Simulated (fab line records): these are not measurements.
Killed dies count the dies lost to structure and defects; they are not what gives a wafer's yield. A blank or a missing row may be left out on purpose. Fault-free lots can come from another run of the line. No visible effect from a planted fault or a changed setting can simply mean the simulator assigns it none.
Matching of chambers | flow nand-harc | rie-diel-10 running NHARC_P_M1_STRIP_18: 4 sister chambers
The step strips in N2/H2. 22 wafers are shown with their chamber, then 11 later ones without.

## WAFERS, EACH WITH ITS CHAMBER
wafer  | chamber | drypump-motor-current-A (A) | rf-vpp-V (V) | throttle-valve-pct (%)
L075.1 | 0       | 5.6                         | 91.1         | 14.172
L075.2 | 2       | 5.5                         | 91.8         | 14.167
L075.4 | 3       | 5.6                         | 91.8         | 14.173
L077.1 | 3       | 5.6                         | 90.2         | 14.194
L077.5 | 1       | 5.9                         | 90.1         | 14.173
L077.6 | 0       | 5.6                         | 91.5         | 14.163
L076.2 | 2       | 5.5                         | 92.3         | 14.166
L076.4 | 0       | 5.6                         | 90.5         | 14.172
L076.6 | 0       | 5.6                         | 91.5         | 14.158
L076.1 | 3       | 5.6                         | 90.6         | 14.165
L076.3 | 1       | 6.0                         | 90.6         | 14.177
L076.5 | 1       | 5.9                         | 88.6         | 14.171
L082.1 | 1       | 6.0                         | 89.5         | 14.162
L082.3 | 0       | 5.6                         | 91.6         | 14.179
L082.6 | 3       | 5.6                         | 90.3         | 14.188
L086.2 | 3       | 5.5                         | 90.6         | 14.179
L086.5 | 1       | 5.9                         | 91.0         | 14.186
L086.6 | 0       | 5.6                         | 92.1         | 14.166
L088.1 | 1       | 5.9                         | 89.7         | 14.164
L088.2 | 0       | 5.6                         | 92.3         | 14.172
L088.6 | 1       | 5.9                         | 90.2         | 14.170
L088.3 | 3       | 5.6                         | 89.5         | 14.165

SIGNATURES (means of the wafers above)
reading                 | chamber 0 | chamber 1 | chamber 2 | chamber 3 | scatter within a chamber
drypump-motor-current-A | 5.600     | 5.929     | 5.500     | 5.583     | 0.0354
rf-vpp-V                | 91.514    | 89.957    | 92.050    | 90.500    | 0.7
throttle-valve-pct      | 14.16886  | 14.17186  | 14.16650  | 14.17733  | 0.00882
Rule: for a wafer and a chamber, the distance is found by dividing, reading by reading, the gap between the wafer's reading and the chamber's mean by the reading's scatter, squaring, summing and taking the root. If the next closest chamber is less than 2 further off than the closest, the wafer can't be placed; otherwise it belongs to the closest. The scatter: take each reading less its chamber's mean, square it, sum over the shown wafers, divide by the number of wafers less the number of chambers, and take the root.

## WAFERS WHOSE CHAMBER IS MISSING
wafer  | drypump-motor-current-A (A) | rf-vpp-V (V) | throttle-valve-pct (%)
L088.4 | 5.5                         | 91.3         | 14.190
L088.5 | 5.5                         | 90.6         | 14.167
L090.1 | 5.6                         | 92.0         | 14.176
L090.5 | 5.7                         | 92.3         | 14.160
L090.6 | 5.6                         | 89.9         | 14.177
L093.1 | 5.6                         | 92.1         | 14.180
L093.2 | 5.5                         | 91.5         | 14.179
L093.4 | 5.7                         | 90.7         | 14.166
L095.1 | 5.6                         | 90.4         | 14.167
L095.5 | 5.5                         | 91.7         | 14.163
L095.6 | 5.9                         | 88.6         | 14.161

## THE CHAMBER EACH PASSED THROUGH
wafer  | from the rows above          | in truth
L088.4 | can't be placed: 2 or 3 or 0 | 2
L088.5 | can't be placed: 2 or 3 or 0 | 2
L090.1 | can't be placed: 0 or 3 or 2 | 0
L090.5 | can't be placed: 0 or 3      | 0
L090.6 | can't be placed: 3 or 0      | 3
L093.1 | can't be placed: 0 or 3 or 2 | 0
L093.2 | can't be placed: 2 or 3 or 0 | 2
L093.4 | can't be placed: 0 or 3      | 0
L095.1 | can't be placed: 3 or 0      | 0
L095.5 | 2                            | 2
L095.6 | 1                            | 1
Correct placement for 2 of the 11. From these rows, 9 cannot be placed; in 9 the true chamber is one of the candidates. Placed wrongly: 0.
